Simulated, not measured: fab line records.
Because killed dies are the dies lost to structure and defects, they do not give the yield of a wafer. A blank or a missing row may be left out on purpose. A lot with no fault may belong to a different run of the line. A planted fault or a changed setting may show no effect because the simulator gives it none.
Chamber matching :: flow nand harc :: 4 sister chambers for NHARC_A_STAIRCASE_TRIM_187 on rie diel-03
The step chemistry O2, time 211.2 s. 22 wafers are shown with their chamber, then 11 later ones without.

== WAFERS WITH THEIR CHAMBER ==
wafer: L075.1
chamber: 0
drypump motor current A (A): 4.9
oes product au (a.u.): 1.025
showerhead plenum p Torr (Torr): 3.48

wafer: L075.2
chamber: 2
drypump motor current A (A): 6.2
oes product au (a.u.): 1.005
showerhead plenum p Torr (Torr): 3.28

wafer: L075.6
chamber: 3
drypump motor current A (A): 5.8
oes product au (a.u.): 1.018
showerhead plenum p Torr (Torr): 3.50

wafer: L077.1
chamber: 0
drypump motor current A (A): 4.8
oes product au (a.u.): 1.001
showerhead plenum p Torr (Torr): 3.48

wafer: L077.3
chamber: 2
drypump motor current A (A): 6.2
oes product au (a.u.): 0.998
showerhead plenum p Torr (Torr): 3.28

wafer: L077.6
chamber: 3
drypump motor current A (A): 5.8
oes product au (a.u.): 1.010
showerhead plenum p Torr (Torr): 3.50

wafer: L078.3
chamber: 0
drypump motor current A (A): 4.8
oes product au (a.u.): 0.995
showerhead plenum p Torr (Torr): 3.48

wafer: L078.4
chamber: 3
drypump motor current A (A): 5.8
oes product au (a.u.): 1.013
showerhead plenum p Torr (Torr): 3.50

wafer: L078.6
chamber: 0
drypump motor current A (A): 4.8
oes product au (a.u.): 1.003
showerhead plenum p Torr (Torr): 3.48

wafer: L081.1
chamber: 2
drypump motor current A (A): 6.2
oes product au (a.u.): 1.007
showerhead plenum p Torr (Torr): 3.28

wafer: L081.2
chamber: 0
drypump motor current A (A): 4.9
oes product au (a.u.): 1.017
showerhead plenum p Torr (Torr): 3.47

wafer: L081.6
chamber: 2
drypump motor current A (A): 6.2
oes product au (a.u.): 1.002
showerhead plenum p Torr (Torr): 3.28

wafer: L082.1
chamber: 3
drypump motor current A (A): 5.8
oes product au (a.u.): 1.009
showerhead plenum p Torr (Torr): 3.49

wafer: L082.2
chamber: 2
drypump motor current A (A): 6.2
oes product au (a.u.): 0.999
showerhead plenum p Torr (Torr): 3.28

wafer: L082.6
chamber: 3
drypump motor current A (A): 5.8
oes product au (a.u.): 1.021
showerhead plenum p Torr (Torr): 3.49

wafer: L084.2
chamber: 2
drypump motor current A (A): 6.2
oes product au (a.u.): 0.994
showerhead plenum p Torr (Torr): 3.81

wafer: L084.3
chamber: 1
drypump motor current A (A): 6.3
oes product au (a.u.): 1.011
showerhead plenum p Torr (Torr): 3.62

wafer: L084.5
chamber: 2
drypump motor current A (A): 6.2
oes product au (a.u.): 0.992
showerhead plenum p Torr (Torr): 3.81

wafer: L089.2
chamber: 2
drypump motor current A (A): 6.2
oes product au (a.u.): 0.980
showerhead plenum p Torr (Torr): 3.80

wafer: L089.4
chamber: 1
drypump motor current A (A): 6.3
oes product au (a.u.): 1.010
showerhead plenum p Torr (Torr): 3.62

wafer: L089.6
chamber: 2
drypump motor current A (A): 6.2
oes product au (a.u.): 0.976
showerhead plenum p Torr (Torr): 3.80

wafer: L093.1
chamber: 1
drypump motor current A (A): 6.3
oes product au (a.u.): 1.000
showerhead plenum p Torr (Torr): 3.61

SIGNATURES (averages over the wafers above)
reading: drypump motor current A
chamber 0: 4.840
chamber 1: 6.300
chamber 2: 6.200
chamber 3: 5.800
scatter within a chamber: 0.0258

reading: oes product au
chamber 0: 1.00820
chamber 1: 1.00700
chamber 2: 0.99478
chamber 3: 1.01420
scatter within a chamber: 0.00974

reading: showerhead plenum p Torr
chamber 0: 3.4780
chamber 1: 3.6167
chamber 2: 3.5133
chamber 3: 3.4960
scatter within a chamber: 0.185
Rule: for each reading, subtract the chamber's mean from the wafer's reading, divide by that reading's scatter and square the result; add these up over the readings and take the root, which gives the wafer's distance from the chamber. The wafer belongs to the nearest chamber; if the next one is less than 2 further off, it can't be placed. How the scatter is found: for the shown wafers, subtract from each reading the mean of its chamber, square and add these, divide the total by (wafers less chambers), then take the root.

== WAFERS WITHOUT THEIR CHAMBER ==
wafer: L093.3
drypump motor current A (A): 6.2
oes product au (a.u.): 0.986
showerhead plenum p Torr (Torr): 3.79

wafer: L093.6
drypump motor current A (A): 6.3
oes product au (a.u.): 0.999
showerhead plenum p Torr (Torr): 3.61

wafer: L094.1
drypump motor current A (A): 5.8
oes product au (a.u.): 1.034
showerhead plenum p Torr (Torr): 3.47

wafer: L094.4
drypump motor current A (A): 4.8
oes product au (a.u.): 0.989
showerhead plenum p Torr (Torr): 3.45

wafer: L094.5
drypump motor current A (A): 6.3
oes product au (a.u.): 1.009
showerhead plenum p Torr (Torr): 3.61

wafer: L095.1
drypump motor current A (A): 5.8
oes product au (a.u.): 1.027
showerhead plenum p Torr (Torr): 3.47

wafer: L095.3
drypump motor current A (A): 4.8
oes product au (a.u.): 0.995
showerhead plenum p Torr (Torr): 3.45

wafer: L095.6
drypump motor current A (A): 6.3
oes product au (a.u.): 1.013
showerhead plenum p Torr (Torr): 3.61

wafer: L097.1
drypump motor current A (A): 4.8
oes product au (a.u.): 1.003
showerhead plenum p Torr (Torr): 3.44

wafer: L097.3
drypump motor current A (A): 5.8
oes product au (a.u.): 1.023
showerhead plenum p Torr (Torr): 3.46

wafer: L097.5
drypump motor current A (A): 6.3
oes product au (a.u.): 1.011
showerhead plenum p Torr (Torr): 3.60

== WHICH CHAMBER EACH ONE RAN IN ==
wafer: L093.3
from the rows above: 2
in truth: 2

wafer: L093.6
from the rows above: 1
in truth: 1

wafer: L094.1
from the rows above: 3
in truth: 3

wafer: L094.4
from the rows above: 0
in truth: 0

wafer: L094.5
from the rows above: 1
in truth: 1

wafer: L095.1
from the rows above: 3
in truth: 3

wafer: L095.3
from the rows above: 0
in truth: 0

wafer: L095.6
from the rows above: 1
in truth: 1

wafer: L097.1
from the rows above: 0
in truth: 0

wafer: L097.3
from the rows above: 3
in truth: 3

wafer: L097.5
from the rows above: 1
in truth: 1
Correctly placed: 11 of 11. Can't be placed from these rows: 0. Placed wrongly: 0.
